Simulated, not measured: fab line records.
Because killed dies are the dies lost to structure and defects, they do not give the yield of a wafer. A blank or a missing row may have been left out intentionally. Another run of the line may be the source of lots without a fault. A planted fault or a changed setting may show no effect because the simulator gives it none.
Chamber matching + flow nandHarc + cmp-03 running NHARC_A_SGD_CUT_CMP_21: 4 sister chambers
The step polishes, target thk 148.19 nm. 4 wafers are shown with their chamber, then 11 later ones without.

== WAFERS, EACH WITH ITS CHAMBER ==
| wafer  | chamber | motorCurrentA (A) |
|--------|---------|-------------------|
| L085.4 | 3       | 12.5              |
| L086.1 | 1       | 12.4              |
| L086.3 | 0       | 14.6              |
| L089.1 | 2       | 14.2              |

== WAFERS WHOSE CHAMBER IS MISSING ==
| wafer  | motorCurrentA (A) |
|--------|-------------------|
| L089.2 | 11.1              |
| L089.6 | 13.9              |
| L094.3 | 12.8              |
| L094.4 | 11.9              |
| L094.5 | 11.1              |
| L092.2 | 12.3              |
| L092.3 | 11.9              |
| L092.6 | 11.9              |
| L096.3 | 12.1              |
| L096.5 | 12.0              |
| L096.6 | 14.1              |

== WHICH CHAMBER EACH WENT THROUGH ==
| wafer  | from the rows above               | in truth |
|--------|-----------------------------------|----------|
| L089.2 | can't be placed: 1 or 3           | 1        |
| L089.6 | can't be placed: 2 or 0 or 3 or 1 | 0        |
| L094.3 | can't be placed: 3 or 1 or 2      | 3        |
| L094.4 | can't be placed: 1 or 3           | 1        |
| L094.5 | can't be placed: 1 or 3           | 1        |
| L092.2 | can't be placed: 1 or 3           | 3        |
| L092.3 | can't be placed: 1 or 3           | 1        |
| L092.6 | can't be placed: 1 or 3           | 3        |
| L096.3 | can't be placed: 1 or 3           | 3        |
| L096.5 | can't be placed: 1 or 3           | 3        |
| L096.6 | can't be placed: 2 or 0           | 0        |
0 of 11 placed correctly. Can't be placed from these rows: 11 (the true chamber is among the candidates in 11). Number placed wrongly: 0.
How it was worked out, from the rows above alone: a wafer's distance from a chamber is the root of the sum, over the readings, of the square of ((its reading less the chamber's mean) divided by the reading's scatter). The wafer belongs to the nearest chamber; if the next one is less than 2 further off, it can't be placed. For every chamber, the mean is computed from those of its wafers that are shown. The scatter (one wafer shown for each chamber): square how far every hidden wafer sits from the nearest shown wafer, average those squares and take the square root.
